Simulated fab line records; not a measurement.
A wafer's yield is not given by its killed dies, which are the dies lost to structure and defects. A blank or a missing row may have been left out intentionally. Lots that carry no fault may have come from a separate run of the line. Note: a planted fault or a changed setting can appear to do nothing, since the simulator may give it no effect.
Which of the tools did it? + flow n5_finfet + at 1 step of a route of 1938, 11 lots with 33 wafers sampled

## WHAT THE GAUGES SHOWED, per wafer
N5_BEOL_M5_THK_MEAS_01.
| lot  | measured     | on            | M5_ILD_THK (nm)   |
|------|--------------|---------------|-------------------|
| L075 | day 8 11:02  | film_metro-01 | 119.9 120.2 121.6 |
| L077 | day 9 01:46  | film_metro-01 | 122.7 122.7 125.2 |
| L080 | day 9 17:01  | film_metro-01 | 119.6 121.2 121.6 |
| L082 | day 9 20:35  | film_metro-02 | 118.7 120.6 121.8 |
| L084 | day 11 02:01 | film_metro-02 | 120.8 121.6 121.4 |
| L085 | day 11 06:48 | film_metro-01 | 117.5 118.4 119.8 |
| L087 | day 11 13:42 | film_metro-01 | 122.0 122.5 122.1 |
| L090 | day 12 06:50 | film_metro-02 | 118.7 121.4 122.2 |
| L091 | day 12 13:27 | film_metro-02 | 119.0 120.7 122.0 |
| L093 | day 13 02:51 | film_metro-01 | 121.5 122.3 121.1 |
| L096 | day 13 16:10 | film_metro-02 | 122.6 123.4 121.5 |

## WHAT TOOL EACH LOT RAN ON (gives the tool, then ch and the chambers of the sampled wafers, and finally the start)
The record holds no process step before these readings.

## THE ANSWER, worked out from the rows above alone
Rule: usual is defined by the lots themselves. The widest of any qualifying gaps counts: lots, ordered by their means at a reading, are off when they make up no more than a third of the lots, leave a main group of 4 or more, and stand apart from it by 3 or more times the standard deviation of that group's means. If all means in a main group match to the digits the tables above print for the reading, that group is not used. Also off: a lot with no number at a reading for which 4 or more lots have one. The other lots that the step has rows for count as sound.
No lot is off on any of the readings shown, so nothing can be concluded from this.

## WHAT THE SIMULATOR HAD PUT IN
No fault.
